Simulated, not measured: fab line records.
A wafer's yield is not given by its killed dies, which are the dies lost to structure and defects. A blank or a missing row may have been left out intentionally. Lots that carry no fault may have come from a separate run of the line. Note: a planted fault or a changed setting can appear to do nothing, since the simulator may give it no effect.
Comparing a struck lot with a sound one | flow n5_finfet | 19 out of 1938 route steps
Sound: these wafers, L502.1, L502.4, L502.6. Struck: wafers L517.2, L517.4, L517.6. At the end, the cause is stated.
Order at every step that has rows: each side's tool, ch and its chambers, its first start. Under that, the readings that differ: sound wafers | struck wafers | difference of the means | sigmas: that difference in standard deviations of wafers without a fault.
alike: same words and numbers on both sides, and readings whose means sit less than 2 such deviations apart. not compared: any withheld reading, any reading some wafer has no value for, any bound like >300 that may hide the same value, and any number with overlapping values for which the record gives no deviation.
The two part at a step that has a row with sigmas, a row that says differs or no value, or rows on one side only. Numbers that have no deviation but don't overlap get no sigmas and don't part them. A reading that every wafer of one side lacks parts them only if that side has two wafers or more.

N5_BEOL_M5_RS_MEAS_57: the measuring method here is four-point-probe.
  sound on film_metro-02, day 10 01:06; struck on film_metro-01, day 14 06:11
  alike: M5_RS
N5_BEOL_M5_INSPECT_58: inspects for defects (darkfield).
  sound on defect_inspect-01, day 10 01:07; struck on defect_inspect-02, day 14 06:12
  alike: raw_defect_count
N5_BEOL_M6_ILD_DEP_00: deposits SiCOH lowk from DEMS/porogen, target thk 179.75 nm, time 33.4 s.
  sound on pecvd-04 ch 0,1,2, day 10 01:10; struck on pecvd-02 ch 0,1, day 14 06:14
  alike: heater_power_w, rf_fwd_power_W, showerhead_plenum_p_Torr, throttle_valve_pct
N5_BEOL_M6_CURE_74: cures SiCOH lowk, time 240 s.
  sound on uv_cure-03 ch 0, day 10 01:14; struck on uv_cure-02 ch 0, day 14 06:23
  alike: lamp_power_pct, wafer_temp_C_max
N5_BEOL_M6_THK_MEAS_01:
  sound on film_metro-02, day 10 01:44; struck on film_metro-01, day 14 06:49
  alike: M6_ILD_THK
N5_BEOL_M6_PECVD_70: deposits SiO2 from TEOS/O2, target thk 20 nm, time 22.7 s.
  sound on pecvd-02 ch 0,2, day 10 01:47; struck on pecvd-04 ch 0,1,2, day 14 06:51
  alike: heater_power_w, rf_fwd_power_W, showerhead_plenum_p_Torr, throttle_valve_pct
N5_BEOL_M6_HM_DEP_02: deposits TiN, target thk 20 nm.
  sound on pvd_sputter-02, day 10 02:17; struck on pvd_sputter-03, day 14 07:46
  alike: throttle_valve_pct
then, 5 steps without rows for these wafers: N5_BEOL_M6_COAT_59 (time 60 s, resist thk 100 nm); N5_BEOL_M6_COAT_60 (time 60 s, resist thk 35 nm); N5_BEOL_M6_COAT_05 (resist thk 90 nm); N5_BEOL_M6_EBR_07; N5_BEOL_M6_SOFTBAKE_06 (time 60 s).
N5_BEOL_M6_EXPOSE_08: exposes mask M6.
  sound on arfi_scanner-03 ch 0, day 10 02:39; struck on arfi_scanner-03 ch 0, day 14 08:01
  reading                         | sound       | struck         | difference | sigmas
  model.BEOL_M6.overlay_x_nm (nm) | 0.6 0.6 0.6 | 12.4 12.4 12.4 | +11.8      |
  alike: mask, stage_vel_mm_s
then, 2 steps without rows for these wafers: N5_BEOL_M6_PEB_09 (peb time 60 s); N5_BEOL_M6_DEVELOP_10 (develop time 30 s).
N5_BEOL_M6_CD_MEAS_11: target cd 38.5 nm.
  sound on cd_sem-02 ch 0, day 10 02:47; struck on cd_sem-03 ch 0, day 14 08:09
  alike: cd_nm
N5_BEOL_M6_OVL_MEAS_12:
  sound on overlay-02 ch 0, day 10 02:49; struck on overlay-02 ch 0, day 14 08:11
  reading     | sound        | struck         | difference | sigmas
  M6_OVL (nm) | 0.6 -0.8 0.1 | 11.7 12.2 11.5 | +11.8      | +16
N5_BEOL_M6_INSPECT_13: inspects for defects (brightfield).
  sound on defect_inspect-01, day 10 02:50; struck on defect_inspect-01, day 14 08:12
  alike: raw_defect_count
next, for these wafers, 1 step has no rows: N5_PASSIVATION_PROBE_49.

== WHERE THEY PART ==
Within this record, at N5_BEOL_M6_OVL_MEAS_12 only. Later steps at which nothing parts them and some readings are alike: N5_BEOL_M6_INSPECT_13.

WHY: what the simulator had put in
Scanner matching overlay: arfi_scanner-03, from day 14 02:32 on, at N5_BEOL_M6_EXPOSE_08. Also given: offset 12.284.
